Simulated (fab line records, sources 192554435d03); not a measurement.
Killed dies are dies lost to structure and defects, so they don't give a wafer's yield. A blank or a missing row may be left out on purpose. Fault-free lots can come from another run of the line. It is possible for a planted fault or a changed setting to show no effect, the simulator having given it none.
Matching of chambers :: flow n5_finfet :: rie_diel-03 running N5_BEOL_M0_SAQP_SPACER1_ETCHBACK_99: 4 sister chambers
The step etches SiO2 in CHF3/O2, target depth 15.4 nm, time 7.7 s. 4 wafers are shown with their chamber, then 8 later ones without.

WAFERS PAIRED WITH THEIR CHAMBERS
wafer: L087.5
chamber: 2
showerhead_plenum_p_Torr (Torr): 2.29

wafer: L087.6
chamber: 1
showerhead_plenum_p_Torr (Torr): 2.36

wafer: L088.1
chamber: 3
showerhead_plenum_p_Torr (Torr): 2.46

wafer: L090.2
chamber: 0
showerhead_plenum_p_Torr (Torr): 2.52

WAFERS MISSING THEIR CHAMBER
wafer: L090.3
showerhead_plenum_p_Torr (Torr): 2.46

wafer: L090.4
showerhead_plenum_p_Torr (Torr): 2.35

wafer: L094.1
showerhead_plenum_p_Torr (Torr): 2.29

wafer: L094.2
showerhead_plenum_p_Torr (Torr): 2.46

wafer: L094.5
showerhead_plenum_p_Torr (Torr): 2.46

wafer: L097.2
showerhead_plenum_p_Torr (Torr): 2.52

wafer: L097.3
showerhead_plenum_p_Torr (Torr): 2.46

wafer: L097.4
showerhead_plenum_p_Torr (Torr): 2.52

THE CHAMBER EACH PASSED THROUGH
wafer: L090.3
from the rows above: 3
in truth: 3

wafer: L090.4
from the rows above: 1
in truth: 1

wafer: L094.1
from the rows above: 2
in truth: 2

wafer: L094.2
from the rows above: 3
in truth: 3

wafer: L094.5
from the rows above: 3
in truth: 3

wafer: L097.2
from the rows above: 0
in truth: 0

wafer: L097.3
from the rows above: 3
in truth: 3

wafer: L097.4
from the rows above: 0
in truth: 0
Correctly placed: 8 of 8. Can't be placed from these rows: 0. 0 placed wrongly.
How it was worked out, from the rows above alone: a wafer's distance from a chamber is the root of the sum, over the readings, of the square of ((its reading less the chamber's mean) divided by the reading's scatter). If the next closest chamber is less than 2 further off than the closest, the wafer can't be placed; otherwise it belongs to the closest. Each chamber's mean is taken over the wafers shown for it. The scatter: with one shown wafer a chamber, the root of the mean of the squares of how far each hidden wafer lies from its nearest shown one.
